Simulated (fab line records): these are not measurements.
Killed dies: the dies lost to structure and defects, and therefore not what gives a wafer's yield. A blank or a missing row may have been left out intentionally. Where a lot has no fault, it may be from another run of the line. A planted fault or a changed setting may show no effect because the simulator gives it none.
Lot-split experiment | flow n5Finfet | 7 lots, 21 wafers read, on a route of 1938 steps

ABOUT THE SPLIT
At N5_BEOL_M5_COAT_74 (time 60 s, resist thk 5 nm), the setting spinRpm was moved away from the recipe's 1500 rpm on 7 of the 21 wafers read, by -7.5% to +11.0%. This setting was run at the recipe's value on the other wafers.

FROM THE SPLIT TO THE READING: what the file shows between them, 3 steps
- N5_BEOL_M5_COAT_22: resist thk 30 nm
- N5_BEOL_M5_EBR_24
- N5_BEOL_M5_DESCUM_33: chemistry O2, time 7 s

THE READING
etch.depthNm (the simulator's own value, which no gauge read), in nm, at N5_BEOL_M5_ETCH_75 (etches underlayer in N2/H2, target depth 6.5 nm, time 5.2 s). The file does not state a usual value for it. Here, 14 wafers ran the recipe; their average is 5.002 nm with a standard deviation of 0.0095 nm.

wafer  | tool, chamber at the split | spinRpm as run, rpm | against the recipe | etch.depthNm, nm | against lot-mates on the recipe
L076.3 | lithoTrack-03, 0           | 1500                | recipe             | 4.989            | -
L076.5 | lithoTrack-03, 0           | 1500                | recipe             | 5.007            | -
L076.6 | lithoTrack-03, 0           | 1574                | +4.9%              | 4.887            | -0.111
L078.1 | lithoTrack-03, 0           | 1500                | recipe             | 5.009            | -
L078.3 | lithoTrack-03, 0           | 1500                | recipe             | 4.993            | -
L078.6 | lithoTrack-03, 0           | 1500                | recipe             | 4.994            | -
L079.2 | lithoTrack-03, 0           | 1500                | recipe             | 4.996            | -
L079.5 | lithoTrack-03, 0           | 1500                | recipe             | 5.027            | -
L079.6 | lithoTrack-03, 0           | 1500                | recipe             | 4.999            | -
L080.1 | lithoTrack-05, 0           | 1500                | recipe             | 4.998            | -
L080.3 | lithoTrack-05, 0           | 1665                | +11.0%             | 4.74             | -0.258
L080.4 | lithoTrack-05, 0           | 1665                | +11.0%             | 4.762            | -0.236
L083.3 | lithoTrack-03, 0           | 1500                | recipe             | 5.011            | -
L083.4 | lithoTrack-03, 0           | 1640                | +9.3%              | 4.783            | -0.228
L083.6 | lithoTrack-03, 0           | 1640                | +9.3%              | 4.783            | -0.228
L087.2 | lithoTrack-01, 0           | 1500                | recipe             | 5.001            | -
L087.4 | lithoTrack-01, 0           | 1387                | -7.5%              | 5.22             | +0.219
L087.5 | lithoTrack-01, 0           | 1387                | -7.5%              | 5.23             | +0.229
L085.3 | lithoTrack-05, 0           | 1500                | recipe             | 5.009            | -
L085.5 | lithoTrack-05, 0           | 1500                | recipe             | 4.995            | -
L085.6 | lithoTrack-05, 0           | 1500                | recipe             | 5.006            | -

THE FIT
A straight line over all 21 wafers: etch.depthNm changes by -0.0248 nm for each +1% of spinRpm; r = -0.99; the points scatter about the line by 0.015 nm.
The same after taking each lot's own level away (the mean of its wafers on the recipe; 21 wafers): -0.025 nm for each +1%; r = -0.99; scatter 0.015 nm.
Per that fit: largest spinRpm move, reading shift of 0.27 nm.
Across the lots, their own levels run from 4.9980 to 5.0110 nm, a range of 1.4 times the standard deviation given above.
Hence the lot-to-lot level has little effect on the slope; both slopes agree.
Check: -0.27 nm against its lot-mates is what the line predicts for one of the wafers moved furthest among these (+11.0%) when that wafer is left out of the fit. It came out at -0.258 nm against them.

THE WHOLE CHAIN: every reading that the file lists as answering this split, in the file's order
step               | what it does                                                | reading                                                       | change (the file's fit)                | r (the file's)
N5_BEOL_M5_ETCH_75 | etches underlayer in N2/H2, target depth 6.5 nm, time 5.2 s | etchRfOnTimeS                                                 | withheld for each +1% of the setting   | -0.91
N5_BEOL_M5_ETCH_75 | etches underlayer in N2/H2, target depth 6.5 nm, time 5.2 s | etch.depthNm (the simulator's own value, which no gauge read) | -0.0245 nm for each +1% of the setting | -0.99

THE FILE'S OWN FIT
etch.depthNm changes by -0.0245 nm for each +1% of spinRpm, r = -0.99.
